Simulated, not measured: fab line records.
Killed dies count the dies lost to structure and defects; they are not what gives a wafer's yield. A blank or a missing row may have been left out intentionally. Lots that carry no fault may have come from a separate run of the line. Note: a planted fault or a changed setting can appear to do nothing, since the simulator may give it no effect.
A lot that was struck, set against a sound lot || flow n5-finfet || 15 steps out of a route of 1938
Sound: these wafers, L289.1, L289.2, L289.6. Struck: wafers L294.2, L294.3, L294.4. The cause comes at the end.
For every step that has rows: the tool of each side, followed by ch and its chambers, followed by its first start. Under that, the readings that differ: sound wafers || struck wafers || difference of the means || sigmas: that difference in standard deviations of wafers without a fault.
alike: same words and numbers on both sides, and readings whose means sit less than 2 such deviations apart. not compared: any withheld reading, any reading some wafer has no value for, any bound like >300 that may hide the same value, and any number with overlapping values for which the record gives no deviation.
Wherever a step has rows on one side only, a row that says differs or no value, or a row with sigmas, the two part there. Numbers that don't overlap but have no deviation are shown without sigmas and don't part them. A reading that every wafer of one side lacks parts them only if that side has two wafers or more.

first, 8 steps without rows for these wafers: N5_BEOL_M7_COAT_59 (time 60 s, resist thk 100 nm); N5_BEOL_M7_COAT_60 (time 60 s, resist thk 35 nm); N5_BEOL_M7_COAT_05 (resist thk 90 nm); N5_BEOL_M7_EBR_07; N5_BEOL_M7_SOFTBAKE_06 (time 60 s); N5_BEOL_M7_EXPOSE_08 (exposes mask M7); N5_BEOL_M7_PEB_09 (peb time 60 s); N5_BEOL_M7_DEVELOP_10 (develop time 30 s).
N5_BEOL_M7_CD_MEAS_11: target cd 38.5 nm.
  sound on cd-sem-03 ch 0, day 12 07:58; struck on cd-sem-03 ch 0, day 13 19:04
  alike: cd-nm
N5_BEOL_M7_OVL_MEAS_12:
  sound on overlay-01 ch 0, day 12 08:00; struck on overlay-01 ch 0, day 13 19:05
  alike: M7_OVL
N5_BEOL_M7_INSPECT_13: inspects for defects (brightfield).
  struck on defect-inspect-02, day 13 19:07; sound on defect-inspect-01, day 12 08:01
  alike: raw-defect-count
N5_BEOL_M7_DESCUM_16: chemistry O2, time 7.9 s.
  sound on rie-diel-06 ch 1,2, day 12 08:08; struck on rie-diel-03 ch 0,2,3, day 13 19:14
  alike: drypump-motor-current-A, oes-product-au, rf-vpp-V, showerhead-plenum-p-Torr, throttle-valve-pct
  not compared: rf-hours-counter-h
N5_BEOL_M7_ETCH_61: etches SiARC in CF4, target depth 45.5 nm, time 75.8 s.
  sound on rie-diel-06 ch 1,2, day 12 08:10; struck on rie-diel-03 ch 0,2,3, day 13 19:17
{"reading": "etch-rf-on-time-s (s)", "sound": "81.0 75.1 81.8", "struck": "65.1 61.2 60.6", "difference": -17.0, "sigmas": -6}
{"reading": "oes-product-au (a.u.)", "sound": "0.61 0.67 0.61", "struck": "0.81 0.90 0.76", "difference": "+0.19", "sigmas": "+3"}
{"reading": "rf-fwd-power-W (W)", "sound": "539.8 542.7 539.7", "struck": "666.5 669.1 666.7", "difference": "+126.7", "sigmas": "+70"}
{"reading": "rf-vpp-V (V)", "sound": "184.3 183.3 183.7", "struck": "171.7 171.9 171.9", "difference": -11.9, "sigmas": -10}
  alike: drypump-motor-current-A, showerhead-plenum-p-Torr, throttle-valve-pct
  not compared: rf-hours-counter-h
N5_BEOL_M7_ETCH_62: etches SOC in N2/H2, target depth 110 nm, overetch 22 nm, time 165 s.
  sound on rie-diel-06 ch 1,2, day 12 08:13; struck on rie-diel-03 ch 0,2,3, day 13 19:20
  alike: drypump-motor-current-A, oes-product-au, rf-fwd-power-W, rf-vpp-V, showerhead-plenum-p-Torr, throttle-valve-pct
  not compared: rf-hours-counter-h
following that, these wafers have no rows for 1 step: N5_PASSIVATION_PROBE_49.

WHERE THEY PART
At N5_BEOL_M7_ETCH_61 and nowhere else, as far as this record goes. Later steps at which nothing parts them and some readings are alike: N5_BEOL_M7_ETCH_62.

WHY: what the simulator had put in
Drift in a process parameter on rie-diel-03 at N5_BEOL_M7_ETCH_61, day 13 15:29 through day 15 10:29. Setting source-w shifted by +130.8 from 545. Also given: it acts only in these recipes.
